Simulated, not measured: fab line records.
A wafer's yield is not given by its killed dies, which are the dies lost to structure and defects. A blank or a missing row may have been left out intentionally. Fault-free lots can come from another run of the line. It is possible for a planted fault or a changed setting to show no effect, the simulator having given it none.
Problem report in the 8D (eight disciplines) form, filled by code / flow n5-finfet / the parts of the form that need people (team, actions taken, sign-off) are left out

## 1. THE PROBLEM
RS_SD_N at N5_SD_ACTIVATION_RS_MEAS_03 reads a mean of 16.39 ohm/sq on 6 wafers of 2 lots; wafers without a fault read 21.81 ohm/sq with a standard deviation of 0.27. Measured from the usual mean, that is -20 standard deviations.
The step: measures by four-point-probe.
First seen on wafer L508.2, day 6 17:20, on film-metro-02. The record holds 24 wafers of 9 lots with a number at this step. The rule behind "out" and "out of limits": a value lying over 4 standard deviations away from the usual mean. The rest of the wafers with a number are treated as sound.

## 2. WHAT IT IS, WHAT IT ISN'T
question=which readings at this step | is=RS_SD_N, RS_SD_P | is not=-
question=which lots | is=L508, L510 | is not=L495, L500, L501, L502, L504, L515, L517
question=which wafers of those lots | is=all that have a number | is not=-
question=read on which gauges | is=film-metro-02 | is not=film-metro-01
question=when | is=from day 6 17:20 | is not=up to then (13 sound wafers); but 5 sound wafers of L515, L517 came after

## 3. WHAT RULES OUT EACH SUSPECT
Counting: any tool at a process step up to the reading is kept as a suspect provided that every lot that is out went through it and no sound lot did after the first of them.
- the gauge at N5_SD_ACTIVATION_RS_MEAS_03 is ruled out. All the wafers that are out were read on film-metro-02, but those of them that N5_SD_ACTIVATION_LSA_01 has rows for are out there too, on other tools.
- rie-si-05 at N5_SD_EPI_P_SD_RECESS_17 (chemistry HBr/Cl2/O2, target depth 39.1 nm, bt time 3 s): ruled out as a lasting fault. Sound lots L515 ran on it after its first lot that is out, L508 (day 6 13:49).
- laser-anneal-02 at N5_SD_ACTIVATION_LSA_01 (time 0.0008 s): kept. Every lot that is out went through it, starting with L508 (day 6 17:08), and after that it ran no sound lot; the last sound lot it ran before then is L504 (day 5 16:22). Its own readings are out on those wafers: wafer_temp_C_max.
The count leaves laser-anneal-02 at N5_SD_ACTIVATION_LSA_01.

## 4. THE CAUSE (what the simulator had put in)
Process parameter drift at N5_SD_ACTIVATION_LSA_01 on laser-anneal-02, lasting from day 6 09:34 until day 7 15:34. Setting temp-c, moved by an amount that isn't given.
This tool alone remained once counting was done.

## 5. SEQUENCE OF EFFECTS, ordered by route
Rows list readings where the struck wafers' mean (over those with a number) sits beyond 3 standard deviations from the usual. Scope: only readings with a usual standard deviation given in the record; hours: median across lots of the time from each lot's start at the first step in this table that gives one to its start at this step; sigmas: change in usual standard deviations.
hours=0; step=N5_SD_ACTIVATION_LSA_01; reading=wafer_temp_C_max; usual=1085.7; on struck wafers=1142.2; change=+56.5; sigmas=+25
hours=0; step=N5_SD_ACTIVATION_RS_MEAS_03; reading=RS_SD_N; usual=21.81 ohm/sq; on struck wafers=16.39; change=-5.42; sigmas=-20
hours=0; step=N5_SD_ACTIVATION_RS_MEAS_03; reading=RS_SD_P; usual=56.0 ohm/sq; on struck wafers=62.4; change=+6.4; sigmas=+5.3
hours=137; step=N5_BEOL_M4_RC_MEAS_101; reading=DIBL_P; usual=36.3 mV/V; on struck wafers=46.5; change=+10.2; sigmas=+4.1
hours=137; step=N5_BEOL_M4_RC_MEAS_101; reading=IOFF_P_LONG; usual=0.000106 nA/um; on struck wafers=0.000772; change=+0.000666; sigmas=+67
hours=137; step=N5_BEOL_M4_RC_MEAS_101; reading=ION_P; usual=465 uA/um; on struck wafers=431; change=-34; sigmas=-3.9
hours=137; step=N5_BEOL_M4_RC_MEAS_101; reading=RC_DENSE_N; usual=18.9 ohm.um; on struck wafers=14.3; change=-4.6; sigmas=-6.9
hours=137; step=N5_BEOL_M4_RC_MEAS_101; reading=RC_DENSE_P; usual=23.5 ohm.um; on struck wafers=28.9; change=+5.4; sigmas=+6.5
hours=137; step=N5_BEOL_M4_RC_MEAS_101; reading=RC_N; usual=15.4 ohm.um; on struck wafers=11.6; change=-3.8; sigmas=-7.2
hours=137; step=N5_BEOL_M4_RC_MEAS_101; reading=RC_P; usual=19.2 ohm.um; on struck wafers=23.6; change=+4.4; sigmas=+6.5
hours=137; step=N5_BEOL_M4_RC_MEAS_101; reading=REXT_N; usual=75.2 ohm.um; on struck wafers=64.9; change=-10.3; sigmas=-6.0
hours=137; step=N5_BEOL_M4_RC_MEAS_101; reading=RS_SD_N; usual=28.3 ohm/sq; on struck wafers=21.9; change=-6.4; sigmas=-18
hours=137; step=N5_BEOL_M4_RC_MEAS_101; reading=RS_SD_P; usual=65.7 ohm/sq; on struck wafers=73.6; change=+7.9; sigmas=+6.1
hours=245; step=N5_PASSIVATION_PROBE_49; reading=sort_bin_8_speed; usual=0.1 %; on struck wafers=31.5; change=+31.4; sigmas=+59
hours=245; step=N5_PASSIVATION_PROBE_49; reading=sort-n-pass; usual=1075; on struck wafers=693; change=-382; sigmas=-24
hours=245; step=N5_PASSIVATION_PROBE_49; reading=sort-yield-pct; usual=91.1 %; on struck wafers=58.7; change=-32.4; sigmas=-23
Its process steps:
- N5_SD_ACTIVATION_LSA_01: time 0.0008 s.
- N5_PASSIVATION_PROBE_49

## 6. WHAT WOULD HAVE CAUGHT IT SOONER
In this record the first reading out of limits at a measuring or inspecting step was taken at day 6 17:20, 8 hours after the fault began at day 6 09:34.
At N5_SD_ACTIVATION_LSA_01, the tool's own readings (wafer_temp_C_max) were out on each struck wafer the step has a row for, so an alarm limit on them would have fired on the first such wafer.
Of the lots that are out (2), L510 began N5_SD_ACTIVATION_LSA_01 on laser-anneal-02 after day 6 17:20. A tool hold placed at that time would have kept it from harm.
